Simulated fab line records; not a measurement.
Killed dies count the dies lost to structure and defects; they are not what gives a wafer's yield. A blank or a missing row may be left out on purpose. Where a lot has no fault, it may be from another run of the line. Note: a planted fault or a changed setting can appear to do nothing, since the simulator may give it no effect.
Chamber matching :: flow n5-finfet :: N5_SD_EPI_P_DESCUM_14 on rie-diel-02 has 4 sister chambers
The step chemistry O2, time 7.9 s. 8 wafers are shown with their chamber, then 10 later ones without.

## WAFERS WITH THEIR CHAMBER
wafer: L081.2
chamber: 0
showerhead-plenum-p-Torr (Torr): 1.97
drypump-motor-current-A (A): 6.6

wafer: L084.2
chamber: 1
showerhead-plenum-p-Torr (Torr): 2.10
drypump-motor-current-A (A): 5.9

wafer: L086.3
chamber: 0
showerhead-plenum-p-Torr (Torr): 1.97
drypump-motor-current-A (A): 6.5

wafer: L086.6
chamber: 1
showerhead-plenum-p-Torr (Torr): 2.09
drypump-motor-current-A (A): 5.9

wafer: L087.1
chamber: 2
showerhead-plenum-p-Torr (Torr): 2.14
drypump-motor-current-A (A): 5.3

wafer: L087.6
chamber: 3
showerhead-plenum-p-Torr (Torr): 2.15
drypump-motor-current-A (A): 5.9

wafer: L088.2
chamber: 2
showerhead-plenum-p-Torr (Torr): 2.14
drypump-motor-current-A (A): 5.2

wafer: L088.3
chamber: 3
showerhead-plenum-p-Torr (Torr): 2.15
drypump-motor-current-A (A): 5.9

## WAFERS WITHOUT THEIR CHAMBER
wafer: L088.5
showerhead-plenum-p-Torr (Torr): 2.15
drypump-motor-current-A (A): 5.9

wafer: L091.3
showerhead-plenum-p-Torr (Torr): 2.14
drypump-motor-current-A (A): 5.2

wafer: L091.5
showerhead-plenum-p-Torr (Torr): 2.09
drypump-motor-current-A (A): 5.9

wafer: L091.6
showerhead-plenum-p-Torr (Torr): 1.97
drypump-motor-current-A (A): 6.5

wafer: L092.3
showerhead-plenum-p-Torr (Torr): 1.97
drypump-motor-current-A (A): 6.6

wafer: L092.4
showerhead-plenum-p-Torr (Torr): 1.97
drypump-motor-current-A (A): 6.5

wafer: L092.6
showerhead-plenum-p-Torr (Torr): 2.09
drypump-motor-current-A (A): 5.9

wafer: L094.1
showerhead-plenum-p-Torr (Torr): 1.96
drypump-motor-current-A (A): 6.5

wafer: L094.2
showerhead-plenum-p-Torr (Torr): 2.14
drypump-motor-current-A (A): 5.2

wafer: L094.5
showerhead-plenum-p-Torr (Torr): 2.09
drypump-motor-current-A (A): 5.9

## THE CHAMBER EACH PASSED THROUGH
wafer: L088.5
from the rows above: 3
in truth: 3

wafer: L091.3
from the rows above: 2
in truth: 2

wafer: L091.5
from the rows above: 1
in truth: 1

wafer: L091.6
from the rows above: 0
in truth: 0

wafer: L092.3
from the rows above: 0
in truth: 0

wafer: L092.4
from the rows above: 0
in truth: 0

wafer: L092.6
from the rows above: 1
in truth: 1

wafer: L094.1
from the rows above: 0
in truth: 0

wafer: L094.2
from the rows above: 2
in truth: 2

wafer: L094.5
from the rows above: 1
in truth: 1
10 of 10 placed correctly. Not placeable from these rows: 0. Wrongly placed: 0.
How it was worked out, from the rows above alone: a wafer's distance from a chamber is the root of the sum, over the readings, of the square of ((its reading less the chamber's mean) divided by the reading's scatter). If the next closest chamber is less than 2 further off than the closest, the wafer can't be placed; otherwise it belongs to the closest. For every chamber, the mean is computed from those of its wafers that are shown. The scatter: take each reading less its chamber's mean, square it, sum over the shown wafers, divide by the number of wafers less the number of chambers, and take the root.
